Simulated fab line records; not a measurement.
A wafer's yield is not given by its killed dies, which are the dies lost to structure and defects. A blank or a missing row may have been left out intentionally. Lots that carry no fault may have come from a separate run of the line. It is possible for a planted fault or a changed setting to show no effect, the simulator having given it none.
8D (eight disciplines) problem report, filled in by code :: flow n5-finfet :: the parts of the form that need people (team, actions taken, sign-off) are left out

== 1. THE ISSUE ==
Wafers without a fault read 2769.4 s with a standard deviation of 0.41, while run-length-s at N5_MOL_CONTACT_COAG_ALD_27 averages 2104.9 s across 2 wafers of 1 lot. So: -99 or more standard deviations from the usual mean.
The step: deposits SiOC, target thk 17 nm, pulse time 1.5 s, time 2720 s.
Earliest sighting: wafer L354.1 on ald-sin-01 at day 6 18:26. Wafers with a number at this step in the record: 15, from 5 lots. By rule, "out" or "out of limits" means more than 4 standard deviations away from the usual mean. The other wafers with a number count as sound.

== 2. WHAT IT IS; WHAT IT IS NOT ==
question: which readings at this step
is: run-length-s
is not: heater-power-w, precursor-pulse-height-rel

question: which lots
is: L354
is not: L348, L365, L366, L370

question: which wafers of those lots
is: L354.1, L354.6
is not: L354.4

question: read on which tools
is: ald-sin-01
is not: ald-sin-03

question: when
is: from day 6 18:26
is not: up to then (4 sound wafers); but 9 sound wafers of L365, L366, L370 came after

== 3. THE SUSPECTS, EACH WITH WHAT RULES IT OUT ==
Counting: a tool at a process step up to the reading stays a suspect if it ran every lot that is out. Sound lots after the first of them don't rule it out here, since some wafers of a struck lot are sound.
- pvd-sputter-02 at N5_MOL_CONTACT_COAG_SPUTTER_143 (material Co, target thk 2.5 nm): kept. It ran the lot that is out, L354 (day 6 15:38).
- rtp-anneal-02 at N5_MOL_CONTACT_COAG_ANNEAL_113 (time 300 s): kept. It ran the lot that is out, L354 (day 6 16:23).
- pvd-sputter-01 at N5_MOL_CONTACT_COAG_SPUTTER_130 (material Co, target thk 47.5 nm): kept. It ran the lot that is out, L354 (day 6 17:23).
- cmp-03 at N5_MOL_CONTACT_COAG_CMP_23 (polishes, stops on SiO2, t overpolish 1.5 s, target thk 0 nm): kept. It ran the lot that is out, L354 (day 6 17:37).
- ald-sin-01 at N5_MOL_CONTACT_COAG_ALD_27 (deposits SiOC, target thk 17 nm, pulse time 1.5 s, time 2720 s): kept. The lot that is out, L354, ran on it at day 6 18:26; the last sound lot it ran before that was L348, at day 5 06:47. Its own readings are out on those wafers: run-length-s.
- Within ald-sin-01 at N5_MOL_CONTACT_COAG_ALD_27, the wafers that are out were processed in chamber 3 and their sound lot-mates in chamber 2.
Left after counting: pvd-sputter-02 at N5_MOL_CONTACT_COAG_SPUTTER_143, rtp-anneal-02 at N5_MOL_CONTACT_COAG_ANNEAL_113, pvd-sputter-01 at N5_MOL_CONTACT_COAG_SPUTTER_130, cmp-03 at N5_MOL_CONTACT_COAG_CMP_23, ald-sin-01 at N5_MOL_CONTACT_COAG_ALD_27.

== 4. THE CAUSE (what the simulator had put in) ==
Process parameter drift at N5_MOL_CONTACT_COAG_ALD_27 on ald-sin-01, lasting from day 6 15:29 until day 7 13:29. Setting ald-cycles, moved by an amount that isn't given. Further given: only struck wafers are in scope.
Of the 5 suspects that counting leaves, this tool is one.

== 5. THE EFFECT CHAIN, in route order ==
One row per reading whose mean, taken over the struck wafers that have a number, lies over 3 standard deviations from the usual. Only readings whose record carries a usual standard deviation are examined. hours: median over the lots of the time between each lot's start at the first step of this table that gives one and its start at this step. sigmas: the change, counted in usual standard deviations.
hours: 0
step: N5_MOL_CONTACT_COAG_ALD_27
reading: run-length-s
usual: 2769.4 s
on struck wafers: 2104.9
change: -664.5
sigmas: -99 or more
It contains these process steps:
- N5_MOL_CONTACT_COAG_ALD_27: deposits SiOC, target thk 17 nm, pulse time 1.5 s, time 2720 s.

== 6. HOW IT WOULD HAVE BEEN CAUGHT EARLIER ==
3 hours passed between the start of the fault at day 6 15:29 and the first reading out of limits in this record, taken at day 6 18:26.
